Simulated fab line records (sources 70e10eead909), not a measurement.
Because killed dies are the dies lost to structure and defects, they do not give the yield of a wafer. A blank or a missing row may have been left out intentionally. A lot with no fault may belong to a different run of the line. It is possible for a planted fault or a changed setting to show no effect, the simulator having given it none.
Comparing a struck lot with a sound one	flow nand harc	15 steps out of a route of 1302
Sound: these wafers, L838.2, L838.3, L838.5. Wafers L847.2, L847.4, L847.5 were the ones struck. The cause is named last.
Order at every step that has rows: each side's tool, ch and its chambers, its first start. Under that, the readings that differ: sound wafers	struck wafers	difference of the means	sigmas: that difference in standard deviations of wafers without a fault.
alike: a reading whose means differ by less than 2 such deviations, as well as words and numbers matching on both sides. not compared: withheld readings; readings where some wafer has no value; bounds like >300 that might hide an equal value; numbers whose values overlap and for which the record gives no deviation.
Wherever a step has rows on one side only, a row that says differs or no value, or a row with sigmas, the two part there. Numbers that have no deviation but don't overlap get no sigmas and don't part them. Lack of a reading on every wafer of one side parts them only where that side has two or more wafers.

first, 8 steps without rows for these wafers: NHARC_P_GATE_DEHYDRATE_18 (time 120 s); NHARC_P_GATE_HMDS_19 (time 30 s); NHARC_P_GATE_COAT_20 (resist thk 90 nm); NHARC_P_GATE_SOFTBAKE_21 (time 55 s); NHARC_P_GATE_EBR_22; NHARC_P_GATE_EXPOSE_23 (exposes mask P GATE, target cd 120 nm); NHARC_P_GATE_PEB_24 (peb time 65 s); NHARC_P_GATE_DEVELOP_25 (develop time 35 s).
NHARC_P_GATE_CD_MEAS_26: target cd 120 nm.
  sound on cd sem-01 ch 0, day 7 17:55; struck on cd sem-03 ch 0, day 11 11:59
  alike: cd nm
NHARC_P_GATE_OVL_MEAS_27:
  sound: overlay-01 at day 7 18:00; struck: overlay-01 at day 11 12:04
  alike: overlay x nm, overlay y nm
NHARC_P_GATE_INSPECT_28:
  sound: defect inspect-01 at day 7 18:02; struck: defect inspect-02 at day 11 12:07
  alike: raw defect count
NHARC_P_GATE_DESCUM_31: chemistry O2, time 3 s.
  sound on rie diel-06 ch 0,1,3, day 7 18:07; struck on rie diel-06 ch 2,3, day 11 12:10
  alike: drypump motor current A, o2 flow sccm, oes product au, rf vpp V, showerhead plenum p Torr, throttle valve pct
  not compared: rf hours counter h
NHARC_P_GATE_ETCH_104: etches the open film in CF4/CHF3, target depth 60 nm.
  sound on rie diel-06 ch 0,2,3, day 7 18:11; struck on rie diel-06 ch 0,2, day 11 12:16
reading	sound	struck	difference	sigmas
oes product au (a.u.)	0.967 0.978 0.989	0.744 0.713 0.713	-0.255	-11
rf fwd power W (W)	493.0 491.4 492.1	289.2 296.1 294.6	-198.9	-74
model.P_GATE.cd nm (nm)	120.4 120.5 119.5	121.4 122.5 121.9	+1.8	
  alike: drypump motor current A, rf vpp V, showerhead plenum p Torr, throttle valve pct
NHARC_P_GATE_HM_OPEN_105: chemistry O2/COS, target depth 360 nm.
  sound on rie diel-06 ch 0,1,3; struck on rie diel-06 ch 0,2
  alike: drypump motor current A, o2 flow sccm, oes product au, rf vpp V, showerhead plenum p Torr, throttle valve pct
  not compared: rf hours counter h
next, for these wafers, 1 step has no rows: NHARC_END_SORT_01.

== WHERE THEY PART ==
Only at NHARC_P_GATE_ETCH_104, as far as this record shows. Later steps at which nothing parts them and some readings are alike: NHARC_P_GATE_HM_OPEN_105.

WHY: what the simulator had put in
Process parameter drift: rie diel-06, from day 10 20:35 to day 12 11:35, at NHARC_P_GATE_ETCH_104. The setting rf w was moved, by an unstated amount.
